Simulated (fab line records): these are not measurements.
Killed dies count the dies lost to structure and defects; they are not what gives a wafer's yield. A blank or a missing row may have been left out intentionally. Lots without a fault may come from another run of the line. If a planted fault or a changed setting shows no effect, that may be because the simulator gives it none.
Matching of chambers + flow n5_finfet + N5_BEOL_M1_ETCH_64 on rie_diel-02: 4 sister chambers
The step etches SOC in N2/H2, target depth 75 nm, overetch 15 nm, time 112.5 s. 4 wafers are shown with their chamber, then 11 later ones without.

## EACH WAFER AND ITS CHAMBER
| wafer  | chamber | showerhead_plenum_p_Torr (Torr) |
|--------|---------|---------------------------------|
| L083.2 | 0       | 2.62                            |
| L084.1 | 2       | 2.45                            |
| L085.3 | 3       | 2.59                            |
| L086.1 | 1       | 2.71                            |

## WAFERS MISSING THEIR CHAMBER
| wafer  | showerhead_plenum_p_Torr (Torr) |
|--------|---------------------------------|
| L086.5 | 2.59                            |
| L086.6 | 2.71                            |
| L089.2 | 2.58                            |
| L089.3 | 2.71                            |
| L089.6 | 2.44                            |
| L091.1 | 2.62                            |
| L091.2 | 2.58                            |
| L091.6 | 2.58                            |
| L096.2 | 2.61                            |
| L096.4 | 2.44                            |
| L096.5 | 2.61                            |

## WHICH CHAMBER EACH ONE RAN IN
| wafer  | from the rows above     | in truth |
|--------|-------------------------|----------|
| L086.5 | 3                       | 3        |
| L086.6 | 1                       | 1        |
| L089.2 | 3                       | 3        |
| L089.3 | 1                       | 1        |
| L089.6 | 2                       | 2        |
| L091.1 | 0                       | 0        |
| L091.2 | 3                       | 3        |
| L091.6 | 3                       | 3        |
| L096.2 | can't be placed: 0 or 3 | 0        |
| L096.4 | 2                       | 2        |
| L096.5 | can't be placed: 0 or 3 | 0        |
9 of 11 placed correctly. Can't be placed from these rows: 2 (the true chamber is among the candidates in 2). 0 placed wrongly.
How it was worked out, from the rows above alone: a wafer's distance from a chamber is the root of the sum, over the readings, of the square of ((its reading less the chamber's mean) divided by the reading's scatter). The wafer belongs to the nearest chamber; if the next one is less than 2 further off, it can't be placed. For every chamber, the mean is computed from those of its wafers that are shown. The scatter: root of mean squared gap, hidden wafer to nearest shown wafer, with one shown wafer a chamber.
